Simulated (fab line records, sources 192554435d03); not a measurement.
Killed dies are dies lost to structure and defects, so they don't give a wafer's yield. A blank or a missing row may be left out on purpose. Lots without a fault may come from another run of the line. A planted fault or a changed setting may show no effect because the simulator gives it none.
Split-lot experiment | flow n5_finfet | 7 lots, 21 wafers read, on a route of 1938 steps

THE SPLIT
At N5_BEOL_M8_TRENCH_ETCH_37 (etches SiCOH lowk in C4F6/O2, target depth 93.478 nm, time 31.2 s), the setting source_w was moved away from the recipe's 345 W on 9 of the 21 wafers read, by -13.7% to +13.4%. The other wafers ran this setting at the recipe's value.

FROM THE SPLIT TO THE READING: what the file shows between them, 10 steps
- N5_BEOL_M8_ETCH_41: etches SiCN in CH3F/O2, target depth 31.9 nm, time 57.8 s
- N5_BEOL_M8_STRIP_80: strips in N2/H2, time 10 s
- N5_BEOL_M8_OCD_MEAS_38
- N5_BEOL_M8_HM_STRIP_39: strips TiN in peroxide tin strip, target depth 25 nm, time 158 s
- N5_BEOL_M8_SRD_40: time 30 s
- N5_BEOL_M8_ECD_50: material Cu, target thk 300 nm
- N5_BEOL_M8_ANNEAL_51: time 90 s
- N5_BEOL_M8_CMP_52: polishes, stops on SiCOH lowk, t overpolish 6.9 s, target thk 80 nm
- N5_BEOL_M8_PRE_CLEAN_55: time 15 s
- N5_BEOL_M8_DEP_56: deposits SiCN from 3MS/NH3, target thk 10 nm, time 17.5 s

THE READING
M8_RS, in ohm/sq, at N5_BEOL_M8_RS_MEAS_57 (measures by four-point-probe). Fault-free wafers of this fab line usually give 0.284 ohm/sq, standard deviation 0.0062 ohm/sq.

wafer  | tool, chamber at the split | source_w as run, W | against the recipe | M8_RS, ohm/sq | against lot-mates on the recipe
L077.2 | rie_diel-06, 0             | 345                | recipe             | 0.281         | -
L077.4 | rie_diel-06, 3             | 345                | recipe             | 0.266         | -
L077.6 | rie_diel-06, 0             | 345                | recipe             | 0.271         | -
L079.1 | rie_diel-06, 0             | 345                | recipe             | 0.282         | -
L079.3 | rie_diel-06, 1             | 297.7              | -13.7%             | 0.302         | +0.020
L079.6 | rie_diel-06, 2             | 297.7              | -13.7%             | 0.299         | +0.017
L081.4 | rie_diel-02, 1             | 345                | recipe             | 0.287         | -
L081.5 | rie_diel-02, 3             | 345                | recipe             | 0.288         | -
L081.6 | rie_diel-02, 2             | 345                | recipe             | 0.288         | -
L083.2 | rie_diel-02, 1             | 345                | recipe             | 0.292         | -
L083.3 | rie_diel-02, 0             | 345                | recipe             | 0.295         | -
L083.6 | rie_diel-02, 3             | 345                | recipe             | 0.291         | -
L088.1 | rie_diel-05, 1             | 379.4              | +10.0%             | 0.264         | no lot-mate on the recipe
L088.3 | rie_diel-05, 3             | 379.4              | +10.0%             | 0.274         | no lot-mate on the recipe
L088.6 | rie_diel-05, 1             | 379.4              | +10.0%             | 0.266         | no lot-mate on the recipe
L086.1 | rie_diel-02, 3             | 303.8              | -11.9%             | 0.306         | +0.019
L086.4 | rie_diel-02, 2             | 303.8              | -11.9%             | 0.314         | +0.027
L086.6 | rie_diel-02, 0             | 345                | recipe             | 0.287         | -
L092.2 | rie_diel-05, 0             | 345                | recipe             | 0.279         | -
L092.4 | rie_diel-05, 2             | 391.4              | +13.4%             | 0.262         | -0.017
L092.5 | rie_diel-05, 1             | 391.4              | +13.4%             | 0.262         | -0.017

THE FIT
A straight line over all 21 wafers: M8_RS changes by -0.00162 ohm/sq for each +1% of source_w; r = -0.88; the points scatter about the line by 0.0075 ohm/sq.
The same after taking each lot's own level away (the mean of its wafers on the recipe; 18 wafers): -0.00146 ohm/sq for each +1%; r = -0.95; scatter 0.0038 ohm/sq.
On that fit, the largest move of source_w shifts the reading by 0.02 ohm/sq.
The lots' own levels span 0.2727 to 0.2927 ohm/sq, that is 3.2 times the standard deviation above.
So the lot-to-lot level changes the slope: the two fits differ.
Check: with one of the wafers moved furthest among these (-13.7%) left out of the fit, the line predicts +0.021 ohm/sq for it against its lot-mates. It came out at +0.02 ohm/sq against them.
Tool readings at the split's step, against how far the setting was moved: rf_vpp_V r = -0.97.

OTHER SPLITS ON THESE WAFERS
These wafers also went through other splits before the reading. Each is held against what the fit with the lots' levels taken away leaves over:
other split on the same wafers | wafers away from the commonest value | r with M8_RS (lot level and that fit taken away)
N5_BEOL_M6_EXPOSE_25 dose_mj   | 4                                    | -0.08
N5_BEOL_M8_COAT_22 spin_rpm    | 11                                   | +0.25
N5_BEOL_M8_ETCH_66 source_w    | 2                                    | -0.48

THE WHOLE CHAIN: every reading that the file lists as answering this split, in the file's order
step                      | what it does                                                        | reading                                                                      | change (the file's fit)               | r (the file's)
N5_BEOL_M8_TRENCH_ETCH_37 | etches SiCOH lowk in C4F6/O2, target depth 93.478 nm, time 31.2 s   | rf_vpp_V                                                                     | -3.33 V for each +1% of the setting   | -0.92
N5_BEOL_M8_TRENCH_ETCH_37 | etches SiCOH lowk in C4F6/O2, target depth 93.478 nm, time 31.2 s   | etch.depth_nm (the simulator's own value, which no gauge read)               | +0.419 nm for each +1% of the setting | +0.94
N5_BEOL_M8_TRENCH_ETCH_37 | etches SiCOH lowk in C4F6/O2, target depth 93.478 nm, time 31.2 s   | BEOL_M8.feature_depth_nm (the simulator's own value, which no gauge read)    | +0.421 nm for each +1% of the setting | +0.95
N5_BEOL_M8_OCD_MEAS_38    |                                                                     | trench_depth_nm                                                              | +0.401 nm for each +1% of the setting | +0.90
N5_BEOL_M8_CMP_52         | polishes, stops on SiCOH lowk, t overpolish 6.9 s, target thk 80 nm | Cu_of_BEOL_M8_ECD_50.thk_nm (the simulator's own value, which no gauge read) | +0.354 nm for each +1% of the setting | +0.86
N5_BEOL_M8_RS_MEAS_57     | measures by four-point-probe                                        | M8_RS                                                                        | -0.0015 for each +1% of the setting   | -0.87

THE FILE'S OWN FIT
M8_RS changes by -0.0015 ohm/sq for each +1% of source_w, r = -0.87.
